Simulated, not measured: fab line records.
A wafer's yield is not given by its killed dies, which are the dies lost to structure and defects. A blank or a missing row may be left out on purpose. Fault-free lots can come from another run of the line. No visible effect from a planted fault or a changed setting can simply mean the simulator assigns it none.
Chamber matching || flow n5-finfet || N5_BEOL_M13_ETCH_38 on rie-diel-01 has 4 sister chambers
The step etches SiCN in CF4/N2, target depth 67.5 nm, time 71.9 s. 16 wafers are shown with their chamber, then 8 later ones without.

WAFERS WITH THEIR CHAMBER
{"wafer": "L648.2", "chamber": 3, "showerhead-plenum-p-Torr (Torr)": 2.27, "drypump-motor-current-A (A)": 5.7, "throttle-valve-pct (%)": 15.48}
{"wafer": "L648.5", "chamber": 1, "showerhead-plenum-p-Torr (Torr)": 2.29, "drypump-motor-current-A (A)": 6.3, "throttle-valve-pct (%)": 15.11}
{"wafer": "L648.6", "chamber": 0, "showerhead-plenum-p-Torr (Torr)": 2.33, "drypump-motor-current-A (A)": 5.4, "throttle-valve-pct (%)": 15.54}
{"wafer": "L653.3", "chamber": 2, "showerhead-plenum-p-Torr (Torr)": 2.10, "drypump-motor-current-A (A)": 6.4, "throttle-valve-pct (%)": 15.41}
{"wafer": "L653.4", "chamber": 1, "showerhead-plenum-p-Torr (Torr)": 2.28, "drypump-motor-current-A (A)": 6.3, "throttle-valve-pct (%)": 15.15}
{"wafer": "L653.5", "chamber": 1, "showerhead-plenum-p-Torr (Torr)": 2.28, "drypump-motor-current-A (A)": 6.3, "throttle-valve-pct (%)": 15.15}
{"wafer": "L650.3", "chamber": 3, "showerhead-plenum-p-Torr (Torr)": 2.27, "drypump-motor-current-A (A)": 5.7, "throttle-valve-pct (%)": 15.49}
{"wafer": "L650.5", "chamber": 2, "showerhead-plenum-p-Torr (Torr)": 2.10, "drypump-motor-current-A (A)": 6.4, "throttle-valve-pct (%)": 15.39}
{"wafer": "L650.6", "chamber": 1, "showerhead-plenum-p-Torr (Torr)": 2.28, "drypump-motor-current-A (A)": 6.3, "throttle-valve-pct (%)": 15.15}
{"wafer": "L656.2", "chamber": 3, "showerhead-plenum-p-Torr (Torr)": 2.27, "drypump-motor-current-A (A)": 5.7, "throttle-valve-pct (%)": 15.50}
{"wafer": "L656.5", "chamber": 0, "showerhead-plenum-p-Torr (Torr)": 2.32, "drypump-motor-current-A (A)": 5.5, "throttle-valve-pct (%)": 15.56}
{"wafer": "L656.6", "chamber": 1, "showerhead-plenum-p-Torr (Torr)": 2.28, "drypump-motor-current-A (A)": 6.3, "throttle-valve-pct (%)": 15.16}
{"wafer": "L655.2", "chamber": 3, "showerhead-plenum-p-Torr (Torr)": 2.27, "drypump-motor-current-A (A)": 5.7, "throttle-valve-pct (%)": 15.47}
{"wafer": "L655.3", "chamber": 1, "showerhead-plenum-p-Torr (Torr)": 2.28, "drypump-motor-current-A (A)": 6.3, "throttle-valve-pct (%)": 15.15}
{"wafer": "L655.6", "chamber": 0, "showerhead-plenum-p-Torr (Torr)": 2.32, "drypump-motor-current-A (A)": 5.5, "throttle-valve-pct (%)": 15.57}
{"wafer": "L657.1", "chamber": 2, "showerhead-plenum-p-Torr (Torr)": 2.10, "drypump-motor-current-A (A)": 6.4, "throttle-valve-pct (%)": 15.43}

SIGNATURES (averages over the wafers above)
{"reading": "showerhead-plenum-p-Torr", "chamber 0": 2.3233, "chamber 1": 2.2817, "chamber 2": 2.1000, "chamber 3": 2.2700, "scatter within a chamber": 0.00354}
{"reading": "drypump-motor-current-A", "chamber 0": 5.467, "chamber 1": 6.300, "chamber 2": 6.400, "chamber 3": 5.700, "scatter within a chamber": 0.0236}
{"reading": "throttle-valve-pct", "chamber 0": 15.5567, "chamber 1": 15.1450, "chamber 2": 15.4100, "chamber 3": 15.4850, "scatter within a chamber": 0.0166}
Rule: distance of a wafer from a chamber = root of the sum over the readings of ((wafer's reading minus chamber's mean) / reading's scatter) squared. The wafer belongs to the nearest chamber; if the next one is less than 2 further off, it can't be placed. How the scatter is found: for the shown wafers, subtract from each reading the mean of its chamber, square and add these, divide the total by (wafers less chambers), then take the root.

WAFERS WITH NO CHAMBER GIVEN
{"wafer": "L657.3", "showerhead-plenum-p-Torr (Torr)": 2.27, "drypump-motor-current-A (A)": 5.7, "throttle-valve-pct (%)": 15.50}
{"wafer": "L657.4", "showerhead-plenum-p-Torr (Torr)": 2.28, "drypump-motor-current-A (A)": 6.3, "throttle-valve-pct (%)": 15.15}
{"wafer": "L660.1", "showerhead-plenum-p-Torr (Torr)": 2.26, "drypump-motor-current-A (A)": 5.7, "throttle-valve-pct (%)": 15.51}
{"wafer": "L660.4", "showerhead-plenum-p-Torr (Torr)": 2.28, "drypump-motor-current-A (A)": 6.3, "throttle-valve-pct (%)": 15.18}
{"wafer": "L660.5", "showerhead-plenum-p-Torr (Torr)": 2.32, "drypump-motor-current-A (A)": 5.4, "throttle-valve-pct (%)": 15.61}
{"wafer": "L666.1", "showerhead-plenum-p-Torr (Torr)": 2.27, "drypump-motor-current-A (A)": 6.3, "throttle-valve-pct (%)": 15.20}
{"wafer": "L666.3", "showerhead-plenum-p-Torr (Torr)": 2.31, "drypump-motor-current-A (A)": 5.5, "throttle-valve-pct (%)": 15.63}
{"wafer": "L666.6", "showerhead-plenum-p-Torr (Torr)": 2.09, "drypump-motor-current-A (A)": 6.3, "throttle-valve-pct (%)": 15.45}

WHICH CHAMBER EACH WENT THROUGH
{"wafer": "L657.3", "from the rows above": 3, "in truth": 3}
{"wafer": "L657.4", "from the rows above": 1, "in truth": 1}
{"wafer": "L660.1", "from the rows above": 3, "in truth": 3}
{"wafer": "L660.4", "from the rows above": 1, "in truth": 1}
{"wafer": "L660.5", "from the rows above": 0, "in truth": 0}
{"wafer": "L666.1", "from the rows above": 1, "in truth": 1}
{"wafer": "L666.3", "from the rows above": 0, "in truth": 0}
{"wafer": "L666.6", "from the rows above": 2, "in truth": 2}
Correctly placed: 8 of 8. Not placeable from these rows: 0. 0 placed wrongly.
